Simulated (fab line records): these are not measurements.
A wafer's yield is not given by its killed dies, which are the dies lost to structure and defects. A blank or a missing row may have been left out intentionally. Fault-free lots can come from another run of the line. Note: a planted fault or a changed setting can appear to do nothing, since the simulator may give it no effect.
Matching of chambers	flow n5Finfet	4 sister chambers for N5_HKMG_FIN_ALD_75 on aldHk-01
The step deposits Al2O3, target thk 1 nm, co reactant pulse time 1 s. 8 wafers are shown with their chamber, then 10 later ones without.

== EACH WAFER AND ITS CHAMBER ==
wafer	chamber	heaterPowerW (W)	precursorPulseHeightRel
L084.1	1	145	0.995
L084.2	2	141	0.998
L084.3	3	123	0.987
L084.4	0	148	1.006
L084.5	3	127	1.024
L084.6	2	142	1.024
L089.1	1	145	1.002
L089.2	0	142	0.973

== WAFERS MISSING THEIR CHAMBER ==
wafer	heaterPowerW (W)	precursorPulseHeightRel
L089.6	149	1.039
L090.1	147	1.026
L090.5	125	0.968
L090.6	152	0.974
L091.1	121	0.959
L091.5	141	0.991
L091.6	123	1.007
L097.4	143	1.013
L097.5	146	1.003
L097.6	127	0.989

== CHAMBER TAKEN BY EACH ==
wafer	from the rows above	in truth
L089.6	can't be placed: 1 or 0 or 2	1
L090.1	can't be placed: 1 or 0 or 2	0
L090.5	3	3
L090.6	can't be placed: 0 or 1 or 2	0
L091.1	3	3
L091.5	can't be placed: 2 or 0 or 1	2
L091.6	3	3
L097.4	can't be placed: 2 or 1 or 0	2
L097.5	can't be placed: 1 or 0 or 2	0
L097.6	3	3
Placed correctly: 4 of 10. Can't be placed from these rows: 6 (the true chamber is among the candidates in 6). Placed wrongly: 0.
How it was worked out, from the rows above alone: a wafer's distance from a chamber is the root of the sum, over the readings, of the square of ((its reading less the chamber's mean) divided by the reading's scatter). If the next closest chamber is less than 2 further off than the closest, the wafer can't be placed; otherwise it belongs to the closest. The mean given for a chamber averages the wafers shown for that chamber. The scatter: take each reading less its chamber's mean, square it, sum over the shown wafers, divide by the number of wafers less the number of chambers, and take the root.
